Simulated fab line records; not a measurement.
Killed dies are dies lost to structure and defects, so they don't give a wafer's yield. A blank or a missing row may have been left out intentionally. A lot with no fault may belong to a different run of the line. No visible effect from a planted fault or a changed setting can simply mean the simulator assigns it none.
fab line records || flow nand-harc || part 2 of 2: steps 27 to 37 of 37
record: {"lots": 5, "wafers": 15, "last-day": 24}
route steps=1159 shown A_STAIRCASE@650
lots that met no fault: taken from a fault-free run of the same line
start-h: the number of hours between the record's first day and the start of the first shown wafer of the lot || wait-h: hours elapsed since this lot's preceding step || " as in the row above || L1.1+2: one row covering several wafers at once || - either no value or no given start || * or withheld: withheld || < > ~ a bound
route shown NAME@n: names a module that has steps shown in the file, with the first one's number in the route || usual: mean/standard deviation of fault-free wafers || same: alike in all rows || chamber/n: place in a boat || sites: the reading at each site || _std_site: the standard deviation of these || _edge_site: inner sites' mean taken away from outer sites' mean || radius-mm: for every site, how far away it sits from the centre of the wafer || mask NAME#n: copy n || behind: the most recent tool/chamber to have shaped the wafer || hold: cause of the lot's hold/its duration in hours/its outcome || device: whichever transistor did not switch (one of n, p or np) || end of line: the tests these same wafers got at the end of their route || where a step has no rows: the recipe by itself || killed: dies that structure and defects cost at the first sort, which is not the same as the wafer's yield || map: shows each die of a wafer: x if killed, . if not, _ if none is there
set.NAME: the setting the step ran with; set.NAME@STEP: the setting that earlier step ran with || model.NAME: the simulator's own value behind a step, which no gauge read
lots at selected steps of the route; one table per step, one row per wafer
services: a tool's chamber out of use, with start hour (start-h, from the record's first day; less than 0 if before it), hours out, and reason
== steps ==
step: NHARC_A_STAIRCASE_HMDS_303
recipe: {"time-s": 30}
{"lot.wafer": "L074.4+5+6", "tool": "litho-track-05", "chamber": 0, "start-h": "-", "wait-h": "-"}
{"lot.wafer": "L077.2+4+5", "tool": "litho-track-02", "chamber": 0, "start-h": "-", "wait-h": "-"}
{"lot.wafer": "L083.2+5+6", "tool": "litho-track-07", "chamber": 0, "start-h": "-", "wait-h": "-"}
{"lot.wafer": "L085.2+5+6", "tool": "litho-track-05", "chamber": 0, "start-h": "-", "wait-h": "-"}
{"lot.wafer": "L092.1+3+4", "tool": "litho-track-02", "chamber": 0, "start-h": "-", "wait-h": "-"}
step: NHARC_A_STAIRCASE_COAT_304
recipe: {"spin-rpm": 1200}
{"lot.wafer": "L074.4+5+6", "tool": "litho-track-05", "chamber": 0, "start-h": "-", "wait-h": "-"}
{"lot.wafer": "L077.2+4+5", "tool": "litho-track-02", "chamber": 0, "start-h": "-", "wait-h": "-"}
{"lot.wafer": "L083.2+5+6", "tool": "litho-track-07", "chamber": 0, "start-h": "-", "wait-h": "-"}
{"lot.wafer": "L085.2+5+6", "tool": "litho-track-05", "chamber": 0, "start-h": "-", "wait-h": "-"}
{"lot.wafer": "L092.1+3+4", "tool": "litho-track-02", "chamber": 0, "start-h": "-", "wait-h": "-"}
step: NHARC_A_STAIRCASE_SOFTBAKE_305
recipe: {"temp-c": 135, "time-s": 170}
{"lot.wafer": "L074.4+5+6", "tool": "litho-track-05", "chamber": 0, "start-h": "-", "wait-h": "-"}
{"lot.wafer": "L077.2+4+5", "tool": "litho-track-02", "chamber": 0, "start-h": "-", "wait-h": "-"}
{"lot.wafer": "L083.2+5+6", "tool": "litho-track-07", "chamber": 0, "start-h": "-", "wait-h": "-"}
{"lot.wafer": "L085.2+5+6", "tool": "litho-track-05", "chamber": 0, "start-h": "-", "wait-h": "-"}
{"lot.wafer": "L092.1+3+4", "tool": "litho-track-02", "chamber": 0, "start-h": "-", "wait-h": "-"}
step: NHARC_A_STAIRCASE_EBR_306
{"lot.wafer": "L074.4+5+6", "tool": "litho-track-05", "chamber": 0, "start-h": "-", "wait-h": "-"}
{"lot.wafer": "L077.2+4+5", "tool": "litho-track-02", "chamber": 0, "start-h": "-", "wait-h": "-"}
{"lot.wafer": "L083.2+5+6", "tool": "litho-track-07", "chamber": 0, "start-h": "-", "wait-h": "-"}
{"lot.wafer": "L085.2+5+6", "tool": "litho-track-05", "chamber": 0, "start-h": "-", "wait-h": "-"}
{"lot.wafer": "L092.1+3+4", "tool": "litho-track-02", "chamber": 0, "start-h": "-", "wait-h": "-"}
step: NHARC_A_STAIRCASE_EXPOSE_307
recipe: {"na": 0.5, "dose-mj": 45.72, "mask-id": "CHOP_50"}
{"lot.wafer": "L074.4+5+6", "tool": "krf-scanner-01", "chamber": 0, "start-h": 264.35, "wait-h": "-", "mask": "CHOP_50#0"}
{"lot.wafer": "L077.2+4+5", "tool": "krf-scanner-03", "chamber": 0, "start-h": 272.60, "wait-h": "-", "mask": "CHOP_50#0"}
{"lot.wafer": "L083.2+5+6", "tool": "krf-scanner-03", "chamber": 0, "start-h": 309.11, "wait-h": "-", "mask": "CHOP_50#0"}
{"lot.wafer": "L085.2+5+6", "tool": "krf-scanner-03", "chamber": 0, "start-h": 338.23, "wait-h": "-", "mask": "CHOP_50#0"}
{"lot.wafer": "L092.1+3+4", "tool": "krf-scanner-04", "chamber": 0, "start-h": 378.80, "wait-h": "-", "mask": "CHOP_50#0"}
step: NHARC_A_STAIRCASE_PEB_308
recipe: {"peb-temp-c": 115, "peb-time-s": 130}
{"lot.wafer": "L074.4+5+6", "tool": "litho-track-05", "chamber": 0, "start-h": 264.41, "wait-h": 0.1}
{"lot.wafer": "L077.2+4+5", "tool": "litho-track-05", "chamber": 0, "start-h": 272.66, "wait-h": 0.1}
{"lot.wafer": "L083.2+5+6", "tool": "litho-track-05", "chamber": 0, "start-h": 309.17, "wait-h": 0.1}
{"lot.wafer": "L085.2+5+6", "tool": "litho-track-02", "chamber": 0, "start-h": 338.29, "wait-h": 0.1}
{"lot.wafer": "L092.1+3+4", "tool": "litho-track-02", "chamber": 0, "start-h": 378.86, "wait-h": 0.1}
step: NHARC_A_STAIRCASE_DEVELOP_309
recipe: {"time-s": 140}
{"lot.wafer": "L074.4+5+6", "tool": "litho-track-05", "chamber": 0, "start-h": "-", "wait-h": "-"}
{"lot.wafer": "L077.2+4+5", "tool": "litho-track-05", "chamber": 0, "start-h": "-", "wait-h": "-"}
{"lot.wafer": "L083.2+5+6", "tool": "litho-track-05", "chamber": 0, "start-h": "-", "wait-h": "-"}
{"lot.wafer": "L085.2+5+6", "tool": "litho-track-02", "chamber": 0, "start-h": "-", "wait-h": "-"}
{"lot.wafer": "L092.1+3+4", "tool": "litho-track-02", "chamber": 0, "start-h": "-", "wait-h": "-"}
step: NHARC_A_STAIRCASE_HARDBAKE_311
recipe: {"temp-c": 120, "time-s": 140}
{"lot.wafer": "L074.4+5+6", "tool": "litho-track-07", "chamber": 0, "start-h": 264.65, "wait-h": "-"}
{"lot.wafer": "L077.2+4+5", "tool": "litho-track-07", "chamber": 0, "start-h": 272.89, "wait-h": "-"}
{"lot.wafer": "L083.2+5+6", "tool": "litho-track-07", "chamber": 0, "start-h": 309.40, "wait-h": "-"}
{"lot.wafer": "L085.2+5+6", "tool": "litho-track-05", "chamber": 0, "start-h": 338.52, "wait-h": "-"}
{"lot.wafer": "L092.1+3+4", "tool": "litho-track-07", "chamber": 0, "start-h": 379.08, "wait-h": "-"}
step: NHARC_A_STAIRCASE_DESCUM_312
recipe: {"time-s": 3, "o2-flow-sccm": 200, "ar-flow-sccm": 0, "bias-power-w": 0, "chemistry": "O2"}
usual: {"drypump-motor-current-A": "5.7/0.33", "oes-product-au": "0.994/0.012", "rf-vpp-V": "57.7/0.89", "showerhead-plenum-p-Torr": "1.89/0.082", "throttle-valve-pct": "11.310/0.0094"}
{"lot.wafer": "L074.4", "tool": "rie-diel-13", "chamber": 0, "start-h": 264.72, "wait-h": "-", "drypump-motor-current-A": 5.6, "oes-product-au": 0.997, "rf-hours-counter-h": 56, "rf-vpp-V": 59.2, "showerhead-plenum-p-Torr": 1.91, "throttle-valve-pct": 11.305}
{"lot.wafer": "L074.5", "tool": "rie-diel-13", "chamber": 0, "start-h": 264.72, "wait-h": "-", "drypump-motor-current-A": 5.6, "oes-product-au": 0.992, "rf-hours-counter-h": "-", "rf-vpp-V": 57.3, "showerhead-plenum-p-Torr": 1.92, "throttle-valve-pct": 11.316}
{"lot.wafer": "L074.6", "tool": "rie-diel-13", "chamber": 1, "start-h": 264.72, "wait-h": "-", "drypump-motor-current-A": 5.8, "oes-product-au": 0.967, "rf-hours-counter-h": "-", "rf-vpp-V": 57.4, "showerhead-plenum-p-Torr": 1.78, "throttle-valve-pct": 11.305}
{"lot.wafer": "L077.2", "tool": "rie-diel-02", "chamber": 0, "start-h": 272.98, "wait-h": "-", "drypump-motor-current-A": 5.6, "oes-product-au": 0.990, "rf-hours-counter-h": 45, "rf-vpp-V": 57.7, "showerhead-plenum-p-Torr": 1.96, "throttle-valve-pct": 11.323}
{"lot.wafer": "L077.4", "tool": "rie-diel-02", "chamber": 3, "start-h": 272.98, "wait-h": "-", "drypump-motor-current-A": 6.4, "oes-product-au": 1.006, "rf-hours-counter-h": 42, "rf-vpp-V": 56.3, "showerhead-plenum-p-Torr": 1.77, "throttle-valve-pct": 11.314}
{"lot.wafer": "L077.5", "tool": "rie-diel-02", "chamber": 1, "start-h": 272.98, "wait-h": "-", "drypump-motor-current-A": 6.1, "oes-product-au": 1.009, "rf-hours-counter-h": "-", "rf-vpp-V": 56.9, "showerhead-plenum-p-Torr": 1.93, "throttle-valve-pct": 11.316}
{"lot.wafer": "L083.2", "tool": "rie-diel-13", "chamber": 3, "start-h": 309.92, "wait-h": "-", "drypump-motor-current-A": 6.1, "oes-product-au": 0.998, "rf-hours-counter-h": 6, "rf-vpp-V": 56.5, "showerhead-plenum-p-Torr": 1.77, "throttle-valve-pct": 11.294}
{"lot.wafer": "L083.5", "tool": "rie-diel-13", "chamber": 0, "start-h": 309.92, "wait-h": "-", "drypump-motor-current-A": 5.6, "oes-product-au": 1.001, "rf-hours-counter-h": "-", "rf-vpp-V": 58.8, "showerhead-plenum-p-Torr": 1.91, "throttle-valve-pct": 11.313}
{"lot.wafer": "L083.6", "tool": "rie-diel-13", "chamber": 1, "start-h": 309.92, "wait-h": "-", "drypump-motor-current-A": 5.8, "oes-product-au": 0.979, "rf-hours-counter-h": "-", "rf-vpp-V": 56.8, "showerhead-plenum-p-Torr": 1.78, "throttle-valve-pct": 11.307}
{"lot.wafer": "L085.2", "tool": "rie-diel-13", "chamber": 2, "start-h": 338.63, "wait-h": "-", "drypump-motor-current-A": 5.3, "oes-product-au": 1.008, "rf-hours-counter-h": 19, "rf-vpp-V": 59.1, "showerhead-plenum-p-Torr": 1.97, "throttle-valve-pct": 11.310}
{"lot.wafer": "L085.6", "tool": "rie-diel-13", "chamber": 3, "start-h": 338.63, "wait-h": "-", "drypump-motor-current-A": 6.0, "oes-product-au": 0.991, "rf-hours-counter-h": "-", "rf-vpp-V": 58.5, "showerhead-plenum-p-Torr": 1.77, "throttle-valve-pct": 11.309}
{"lot.wafer": "L085.5", "tool": "rie-diel-13", "chamber": 0, "start-h": 338.63, "wait-h": "-", "drypump-motor-current-A": 5.6, "oes-product-au": 0.986, "rf-hours-counter-h": "-", "rf-vpp-V": 58.1, "showerhead-plenum-p-Torr": 1.91, "throttle-valve-pct": 11.303}
{"lot.wafer": "L092.1", "tool": "rie-diel-13", "chamber": 1, "start-h": 379.17, "wait-h": "-", "drypump-motor-current-A": 5.8, "oes-product-au": 0.977, "rf-hours-counter-h": 39, "rf-vpp-V": 57.4, "showerhead-plenum-p-Torr": 1.77, "throttle-valve-pct": 11.301}
{"lot.wafer": "L092.4", "tool": "rie-diel-13", "chamber": 2, "start-h": 379.17, "wait-h": "-", "drypump-motor-current-A": 5.3, "oes-product-au": 1.006, "rf-hours-counter-h": 32, "rf-vpp-V": 57.0, "showerhead-plenum-p-Torr": 1.97, "throttle-valve-pct": 11.312}
{"lot.wafer": "L092.3", "tool": "rie-diel-13", "chamber": 0, "start-h": 379.17, "wait-h": "-", "drypump-motor-current-A": 5.6, "oes-product-au": 0.990, "rf-hours-counter-h": 39, "rf-vpp-V": 58.0, "showerhead-plenum-p-Torr": 1.90, "throttle-valve-pct": 11.318}
step: NHARC_A_STAIRCASE_ETCH_313
recipe: {"cf4-flow-sccm": 100, "chf3-flow-sccm": 30, "ar-flow-sccm": 0, "rf-w": 500, "bias-w": 200, "chemistry": "CF4/CHF3"}
usual: {"drypump-motor-current-A": "5.7/0.35", "oes-product-au": "0.930/0.02", "rf-fwd-power-W": "497.0/1.8", "rf-vpp-V": "370.0/2.3", "showerhead-plenum-p-Torr": "1.55/0.065", "throttle-valve-pct": "16.801/0.0095"}
{"lot.wafer": "L074.4", "tool": "rie-diel-13", "chamber": 2, "start-h": 264.85, "wait-h": 0.1, "drypump-motor-current-A": 5.3, "oes-product-au": 0.931, "rf-fwd-power-W": 497.7, "rf-hours-counter-h": 60, "rf-vpp-V": 372.5, "showerhead-plenum-p-Torr": 1.63, "throttle-valve-pct": 16.790}
{"lot.wafer": "L074.6", "tool": "rie-diel-13", "chamber": 1, "start-h": 264.85, "wait-h": 0.1, "drypump-motor-current-A": 5.8, "oes-product-au": 0.903, "rf-fwd-power-W": 498.3, "rf-hours-counter-h": "-", "rf-vpp-V": 367.0, "showerhead-plenum-p-Torr": 1.47, "throttle-valve-pct": 16.806}
{"lot.wafer": "L074.5", "tool": "rie-diel-13", "chamber": 2, "start-h": 264.85, "wait-h": 0.1, "drypump-motor-current-A": 5.3, "oes-product-au": 0.917, "rf-fwd-power-W": 496.9, "rf-hours-counter-h": "-", "rf-vpp-V": 371.9, "showerhead-plenum-p-Torr": 1.63, "throttle-valve-pct": 16.796}
{"lot.wafer": "L077.2", "tool": "rie-diel-02", "chamber": 1, "start-h": 273.07, "wait-h": 0.1, "drypump-motor-current-A": 6.1, "oes-product-au": 0.950, "rf-fwd-power-W": 501.0, "rf-hours-counter-h": 45, "rf-vpp-V": 371.8, "showerhead-plenum-p-Torr": 1.58, "throttle-valve-pct": 16.809}
{"lot.wafer": "L077.4", "tool": "rie-diel-02", "chamber": 3, "start-h": 273.07, "wait-h": 0.1, "drypump-motor-current-A": 6.3, "oes-product-au": 0.977, "rf-fwd-power-W": 495.7, "rf-hours-counter-h": 42, "rf-vpp-V": 367.4, "showerhead-plenum-p-Torr": 1.46, "throttle-valve-pct": 16.797}
{"lot.wafer": "L077.5", "tool": "rie-diel-02", "chamber": 0, "start-h": 273.07, "wait-h": 0.1, "drypump-motor-current-A": 5.6, "oes-product-au": 0.952, "rf-fwd-power-W": 499.7, "rf-hours-counter-h": "-", "rf-vpp-V": 372.0, "showerhead-plenum-p-Torr": 1.61, "throttle-valve-pct": 16.820}
{"lot.wafer": "L083.2", "tool": "rie-diel-13", "chamber": 0, "start-h": 310.21, "wait-h": 0.3, "drypump-motor-current-A": 5.6, "oes-product-au": 0.917, "rf-fwd-power-W": 496.2, "rf-hours-counter-h": 7, "rf-vpp-V": 370.9, "showerhead-plenum-p-Torr": 1.57, "throttle-valve-pct": 16.786}
{"lot.wafer": "L083.5", "tool": "rie-diel-13", "chamber": 3, "start-h": 310.21, "wait-h": 0.3, "drypump-motor-current-A": 6.0, "oes-product-au": 0.912, "rf-fwd-power-W": 496.1, "rf-hours-counter-h": "-", "rf-vpp-V": 367.1, "showerhead-plenum-p-Torr": 1.46, "throttle-valve-pct": 16.800}
{"lot.wafer": "L083.6", "tool": "rie-diel-13", "chamber": 0, "start-h": 310.21, "wait-h": 0.3, "drypump-motor-current-A": 5.6, "oes-product-au": 0.908, "rf-fwd-power-W": 499.9, "rf-hours-counter-h": "-", "rf-vpp-V": 370.9, "showerhead-plenum-p-Torr": 1.57, "throttle-valve-pct": 16.794}
{"lot.wafer": "L085.2", "tool": "rie-diel-13", "chamber": 2, "start-h": 338.69, "wait-h": 0.1, "drypump-motor-current-A": 5.3, "oes-product-au": 0.944, "rf-fwd-power-W": 496.9, "rf-hours-counter-h": 19, "rf-vpp-V": 371.9, "showerhead-plenum-p-Torr": 1.62, "throttle-valve-pct": 16.791}
{"lot.wafer": "L085.5", "tool": "rie-diel-13", "chamber": 2, "start-h": 338.69, "wait-h": 0.1, "drypump-motor-current-A": 5.3, "oes-product-au": 0.933, "rf-fwd-power-W": 498.6, "rf-hours-counter-h": "-", "rf-vpp-V": 372.6, "showerhead-plenum-p-Torr": 1.62, "throttle-valve-pct": 16.802}
{"lot.wafer": "L085.6", "tool": "rie-diel-13", "chamber": 3, "start-h": 338.69, "wait-h": 0.1, "drypump-motor-current-A": 6.1, "oes-product-au": 0.923, "rf-fwd-power-W": 496.8, "rf-hours-counter-h": "-", "rf-vpp-V": 367.4, "showerhead-plenum-p-Torr": 1.46, "throttle-valve-pct": 16.796}
{"lot.wafer": "L092.4", "tool": "rie-diel-13", "chamber": 3, "start-h": 379.26, "wait-h": 0.1, "drypump-motor-current-A": 6.1, "oes-product-au": 0.916, "rf-fwd-power-W": 495.6, "rf-hours-counter-h": 39, "rf-vpp-V": 366.3, "showerhead-plenum-p-Torr": 1.46, "throttle-valve-pct": 16.798}
{"lot.wafer": "L092.3", "tool": "rie-diel-13", "chamber": 0, "start-h": 379.26, "wait-h": 0.1, "drypump-motor-current-A": 5.6, "oes-product-au": 0.914, "rf-fwd-power-W": 495.3, "rf-hours-counter-h": 39, "rf-vpp-V": 369.8, "showerhead-plenum-p-Torr": 1.56, "throttle-valve-pct": 16.792}
{"lot.wafer": "L092.1", "tool": "rie-diel-13", "chamber": 1, "start-h": 379.26, "wait-h": 0.1, "drypump-motor-current-A": 5.8, "oes-product-au": 0.916, "rf-fwd-power-W": 497.2, "rf-hours-counter-h": 39, "rf-vpp-V": 367.2, "showerhead-plenum-p-Torr": 1.46, "throttle-valve-pct": 16.802}
step: NHARC_A_STAIRCASE_HM_OPEN_463
recipe: {"o2-flow-sccm": 400, "cos-flow-sccm": 20, "ar-flow-sccm": 0, "rf-w": 500, "bias-w": 300, "chemistry": "O2/COS"}
usual: {"drypump-motor-current-A": "5.7/0.35", "oes-product-au": "0.997/0.011", "rf-fwd-power-W": "498.8/1.6", "rf-vpp-V": "466/3", "showerhead-plenum-p-Torr": "3.09/0.13", "throttle-valve-pct": "28.329/0.0087"}
{"lot.wafer": "L074.4", "tool": "rie-diel-13", "chamber": 1, "start-h": "-", "wait-h": "-", "drypump-motor-current-A": 5.8, "oes-product-au": 0.979, "rf-fwd-power-W": 499.0, "rf-hours-counter-h": 55, "rf-vpp-V": 463, "showerhead-plenum-p-Torr": 2.92, "throttle-valve-pct": 28.319}
{"lot.wafer": "L074.5", "tool": "rie-diel-13", "chamber": 3, "start-h": "-", "wait-h": "-", "drypump-motor-current-A": 6.1, "oes-product-au": 0.992, "rf-fwd-power-W": 498.4, "rf-hours-counter-h": "-", "rf-vpp-V": 462, "showerhead-plenum-p-Torr": 2.91, "throttle-valve-pct": 28.342}
{"lot.wafer": "L074.6", "tool": "rie-diel-13", "chamber": 0, "start-h": "-", "wait-h": "-", "drypump-motor-current-A": 5.6, "oes-product-au": 1.000, "rf-fwd-power-W": 502.1, "rf-hours-counter-h": "-", "rf-vpp-V": 467, "showerhead-plenum-p-Torr": 3.12, "throttle-valve-pct": 28.313}
{"lot.wafer": "L077.4", "tool": "rie-diel-02", "chamber": 0, "start-h": "-", "wait-h": "-", "drypump-motor-current-A": 5.6, "oes-product-au": 0.995, "rf-fwd-power-W": 497.4, "rf-hours-counter-h": 45, "rf-vpp-V": 470, "showerhead-plenum-p-Torr": 3.20, "throttle-valve-pct": 28.329}
{"lot.wafer": "L077.2", "tool": "rie-diel-02", "chamber": 2, "start-h": "-", "wait-h": "-", "drypump-motor-current-A": 5.0, "oes-product-au": 1.011, "rf-fwd-power-W": 499.4, "rf-hours-counter-h": 44, "rf-vpp-V": 472, "showerhead-plenum-p-Torr": 3.35, "throttle-valve-pct": 28.348}
{"lot.wafer": "L077.5", "tool": "rie-diel-02", "chamber": 0, "start-h": "-", "wait-h": "-", "drypump-motor-current-A": 5.6, "oes-product-au": 0.987, "rf-fwd-power-W": 496.4, "rf-hours-counter-h": "-", "rf-vpp-V": 468, "showerhead-plenum-p-Torr": 3.20, "throttle-valve-pct": 28.327}
{"lot.wafer": "L083.2", "tool": "rie-diel-13", "chamber": 3, "start-h": "-", "wait-h": "-", "drypump-motor-current-A": 6.1, "oes-product-au": 0.986, "rf-fwd-power-W": 497.9, "rf-hours-counter-h": 7, "rf-vpp-V": 462, "showerhead-plenum-p-Torr": 2.91, "throttle-valve-pct": 28.332}
{"lot.wafer": "L083.5", "tool": "rie-diel-13", "chamber": 2, "start-h": "-", "wait-h": "-", "drypump-motor-current-A": 5.3, "oes-product-au": 0.993, "rf-fwd-power-W": 499.7, "rf-hours-counter-h": "-", "rf-vpp-V": 469, "showerhead-plenum-p-Torr": 3.22, "throttle-valve-pct": 28.343}
{"lot.wafer": "L083.6", "tool": "rie-diel-13", "chamber": 3, "start-h": "-", "wait-h": "-", "drypump-motor-current-A": 6.1, "oes-product-au": 0.999, "rf-fwd-power-W": 500.4, "rf-hours-counter-h": "-", "rf-vpp-V": 463, "showerhead-plenum-p-Torr": 2.91, "throttle-valve-pct": 28.342}
{"lot.wafer": "L085.2", "tool": "rie-diel-13", "chamber": 3, "start-h": "-", "wait-h": "-", "drypump-motor-current-A": 6.0, "oes-product-au": 0.991, "rf-fwd-power-W": 497.5, "rf-hours-counter-h": 19, "rf-vpp-V": 462, "showerhead-plenum-p-Torr": 2.90, "throttle-valve-pct": 28.338}
{"lot.wafer": "L085.5", "tool": "rie-diel-13", "chamber": 2, "start-h": "-", "wait-h": "-", "drypump-motor-current-A": 5.3, "oes-product-au": 1.010, "rf-fwd-power-W": 497.6, "rf-hours-counter-h": "-", "rf-vpp-V": 469, "showerhead-plenum-p-Torr": 3.21, "throttle-valve-pct": 28.330}
{"lot.wafer": "L085.6", "tool": "rie-diel-13", "chamber": 3, "start-h": "-", "wait-h": "-", "drypump-motor-current-A": 6.1, "oes-product-au": 0.993, "rf-fwd-power-W": 500.5, "rf-hours-counter-h": "-", "rf-vpp-V": 462, "showerhead-plenum-p-Torr": 2.90, "throttle-valve-pct": 28.353}
{"lot.wafer": "L092.1", "tool": "rie-diel-13", "chamber": 3, "start-h": "-", "wait-h": "-", "drypump-motor-current-A": 6.1, "oes-product-au": 0.994, "rf-fwd-power-W": 496.6, "rf-hours-counter-h": 39, "rf-vpp-V": 462, "showerhead-plenum-p-Torr": 2.89, "throttle-valve-pct": 28.340}
{"lot.wafer": "L092.3", "tool": "rie-diel-13", "chamber": 0, "start-h": "-", "wait-h": "-", "drypump-motor-current-A": 5.6, "oes-product-au": 0.985, "rf-fwd-power-W": 498.3, "rf-hours-counter-h": 39, "rf-vpp-V": 467, "showerhead-plenum-p-Torr": 3.10, "throttle-valve-pct": 28.338}
{"lot.wafer": "L092.4", "tool": "rie-diel-13", "chamber": 1, "start-h": "-", "wait-h": "-", "drypump-motor-current-A": 5.8, "oes-product-au": 0.994, "rf-fwd-power-W": 497.9, "rf-hours-counter-h": 39, "rf-vpp-V": 463, "showerhead-plenum-p-Torr": 2.90, "throttle-valve-pct": 28.336}
== services ==
{"tool": "pecvd-01", "chamber": "-", "start-h": 237.00, "hours": 13.0, "kind": "pm"}
{"tool": "litho-track-05", "chamber": "-", "start-h": 237.01, "hours": 7.0, "kind": "pm"}
{"tool": "rie-diel-05", "chamber": 3, "start-h": 249.08, "hours": 2.5, "kind": "repair"}
{"tool": "krf-scanner-03", "chamber": "-", "start-h": 255.99, "hours": 1.0, "kind": "repair"}
{"tool": "wet-bench-07", "chamber": "-", "start-h": 272.04, "hours": 8.0, "kind": "pm"}
{"tool": "rie-diel-13", "chamber": "-", "start-h": 276.17, "hours": 9.0, "kind": "pm"}
{"tool": "pecvd-01", "chamber": 0, "start-h": 288.31, "hours": 11.8, "kind": "repair"}
{"tool": "rie-diel-02", "chamber": 0, "start-h": 297.39, "hours": 8.6, "kind": "repair"}
{"tool": "rie-diel-13", "chamber": 3, "start-h": 306.33, "hours": 3.1, "kind": "repair"}
{"tool": "krf-scanner-04", "chamber": "-", "start-h": 316.98, "hours": 4.0, "kind": "pm"}
{"tool": "rie-diel-02", "chamber": "-", "start-h": 327.74, "hours": 9.0, "kind": "pm"}
{"tool": "wet-bench-07", "chamber": "-", "start-h": 330.03, "hours": 2.9, "kind": "repair"}
{"tool": "wet-bench-04", "chamber": "-", "start-h": 339.20, "hours": 8.0, "kind": "pm"}
{"tool": "litho-track-02", "chamber": "-", "start-h": 340.00, "hours": 7.0, "kind": "pm"}
{"tool": "rie-diel-05", "chamber": "-", "start-h": 340.66, "hours": 9.0, "kind": "pm"}
{"tool": "rie-diel-02", "chamber": 3, "start-h": 340.85, "hours": 15.6, "kind": "repair"}
{"tool": "acl-dep-02", "chamber": "-", "start-h": 350.46, "hours": 13.0, "kind": "pm"}
{"tool": "pecvd-01", "chamber": 0, "start-h": 351.15, "hours": 6.1, "kind": "repair"}
{"tool": "wet-bench-02", "chamber": "-", "start-h": 356.00, "hours": 8.0, "kind": "pm"}
{"tool": "krf-scanner-03", "chamber": "-", "start-h": 357.30, "hours": 4.0, "kind": "pm"}
{"tool": "litho-track-07", "chamber": "-", "start-h": 364.00, "hours": 7.0, "kind": "pm"}
{"tool": "pecvd-04", "chamber": "-", "start-h": 366.98, "hours": 0.5, "kind": "repair"}
{"tool": "rie-diel-02", "chamber": 3, "start-h": 376.00, "hours": 1.2, "kind": "repair"}
{"tool": "pecvd-04", "chamber": "-", "start-h": 376.70, "hours": 13.0, "kind": "pm"}
